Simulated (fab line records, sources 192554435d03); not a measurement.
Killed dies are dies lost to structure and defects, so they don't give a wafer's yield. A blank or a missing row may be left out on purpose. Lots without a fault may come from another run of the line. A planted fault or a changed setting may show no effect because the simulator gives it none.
Which tool did it? | flow n5_finfet | 11 lots, 33 wafers sampled, at 1 step of a route of 1938

WHAT THE GAUGES READ, wafer by wafer
N5_BEOL_M13_RS_MEAS_54: measures by four-point-probe.
lot  | measured     | on            | M13_RS (ohm/sq)
L891 | day 13 01:53 | film_metro-01 | 0.0447 0.0451 0.0444
L890 | day 13 02:52 | film_metro-02 | 0.0444 0.0449 0.0448
L893 | day 13 18:26 | film_metro-01 | 0.0444 0.0441 0.0445
L896 | day 14 04:07 | film_metro-01 | 0.0450 0.0447 0.0459
L894 | day 14 05:37 | film_metro-01 | 0.0446 0.0447 0.0459
L895 | day 14 06:04 | film_metro-01 | 0.0440 0.0448 0.0447
L898 | day 15 01:46 | film_metro-01 | 0.0448 0.0461 0.0462
L901 | day 16 01:06 | film_metro-02 | 0.0456 0.0454 0.0449
L910 | day 17 17:52 | film_metro-01 | 0.0444 0.0451 0.0445
L911 | day 17 23:56 | film_metro-01 | 0.0454 0.0463 0.0452
L912 | day 18 12:55 | film_metro-02 | 0.0459 0.0464 0.0462

WHICH TOOL RAN EACH LOT (tool, then ch and the chambers of the sampled wafers, then the start)
The record holds no process step before these readings.

THE ANSWER, worked out from the rows above alone
Rule: what is usual is taken from the lots themselves. Put in order of their means at a reading, lots are off if they are a third of the lots or fewer, leave a main group of 4 or more, and stand apart from it by a gap of 3 or more times the standard deviation of the main group's means; of several such gaps the widest counts. A main group whose means are all the same, to the digits that the tables above print for the reading, isn't used. A lot without any number at a reading at which 4 lots or more have one is off too. The other lots that the step has rows for count as sound.
No lot is off at any reading shown: from this, nothing can be told.

WHAT THE SIMULATOR HAD PUT IN
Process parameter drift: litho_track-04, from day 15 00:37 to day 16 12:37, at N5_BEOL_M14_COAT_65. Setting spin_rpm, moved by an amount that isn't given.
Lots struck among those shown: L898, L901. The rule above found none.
